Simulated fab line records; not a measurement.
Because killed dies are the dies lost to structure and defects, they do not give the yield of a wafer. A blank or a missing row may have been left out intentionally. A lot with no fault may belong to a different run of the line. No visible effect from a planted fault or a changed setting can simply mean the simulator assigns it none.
The same fault as seen by 2 desks    flow n5_finfet    what lay behind the numbers comes last; until then each desk has only its own

== DESK OF THE TOOL OWNER: litho_track-01 ==
The tool's own readings at N5_BEOL_M2_COAT_61 (time 60 s, resist thk 60 nm): means of the sampled wafers that have a number, for each lot that ran on this tool. Marked OUT: a lot whose mean sits more than 4 standard deviations from the usual mean, which makes it out of limits; the brackets give that distance.
Columns: A = dispense_pressure_kPa at N5_BEOL_M2_COAT_61, usual 51 kPa; B = heater_power_total_W at N5_BEOL_M2_COAT_61, usual 500.5 W; C = plate_temp_C at N5_BEOL_M2_COAT_61, usual 249.98 C; D = spin_speed_rpm at N5_BEOL_M2_COAT_61, usual 1500.1 rpm
lot   first seen here  A   B                 C                 D
L450  day 7 15:23      47  500.5             249.86            1498.8
L453  day 7 17:34      47  500.3             250.09            1500.7
L461  day 9 10:25      47  493.7             247.37 (-17) OUT  1499.5
L462  day 9 14:44      47  494.1             247.33 (-18) OUT  1500.4
L463  day 10 02:42     47  493.0 (-4.1) OUT  247.63 (-16) OUT  1499.9
This desk's finding: out of limits on L461, L462, L463; first on L461, day 9 10:25 (plate_temp_C at N5_BEOL_M2_COAT_61). In limits: L450, L453.

== THE METROLOGY DESK ==
What the gauges read for every lot (on any tool): the sampled wafers with a number, averaged. Marked OUT: a lot whose mean sits more than 4 standard deviations from the usual mean, which makes it out of limits; the brackets give that distance. Shown here are 7 of its 10 readings, the ones lying furthest out on some lot.
Columns: A = DIBL_N at N5_BEOL_M4_RC_MEAS_101, usual 36.6 mV/V; B = DIBL_P at N5_BEOL_M4_RC_MEAS_101, usual 36.7 mV/V; C = IOFF_P at N5_BEOL_M4_RC_MEAS_101, usual 0.22 nA/um; D = ION_N at N5_BEOL_M4_RC_MEAS_101, usual 672 uA/um; E = SS_N at N5_BEOL_M4_RC_MEAS_101, usual 71.6 mV/dec; F = SS_P at N5_BEOL_M4_RC_MEAS_101, usual 73.5 mV/dec; G = VT_P at N5_BEOL_M4_RC_MEAS_101, usual -250 mV
lot   first seen here  A     B     C     D    E     F     G
L450  day 9 11:10      36.6  37.4  0.27  670  70.7  73.6  -245
L453  day 9 21:14      35.8  36.6  0.20  676  71.2  73.1  -251
L461  day 11 14:56     34.2  35.9  0.20  663  71.6  72.8  -251
L462  day 11 17:41     38.1  36.4  0.26  665  72.1  73.6  -247
L463  day 12 08:23     34.7  34.2  0.17  657  71.4  73.0  -252
L467  day 13 05:08     36.2  38.1  0.24  675  71.7  74.1  -247
L469  day 13 09:16     37.5  38.1  0.25  677  71.9  73.6  -248
L468  day 13 13:35     38.2  37.6  0.21  684  72.1  74.2  -252
L470  day 14 07:06     37.9  38.7  0.24  666  71.6  74.4  -248
Result from this desk: across the 9 lots, nothing is out of limits.

== BROUGHT TOGETHER ==
The tool owner's desk could have raised an alarm at day 9 10:25, on L461, L462, L463.
Nothing out of limits was seen by the metrology desk.
The metrology desk holds a record of L461, L462, L463, inside its limits.
All the named lots went through N5_BEOL_M2_COAT_61 on litho_track-01.

== WHAT THE SIMULATOR HAD PUT IN ==
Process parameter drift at N5_BEOL_M2_COAT_61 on litho_track-01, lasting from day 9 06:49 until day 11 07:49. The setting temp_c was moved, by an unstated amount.
Shown lots that were struck: L461, L462, L463.
Time in hours from fault onset to the first out-of-limits reading at each desk: the tool owner's desk, 4.
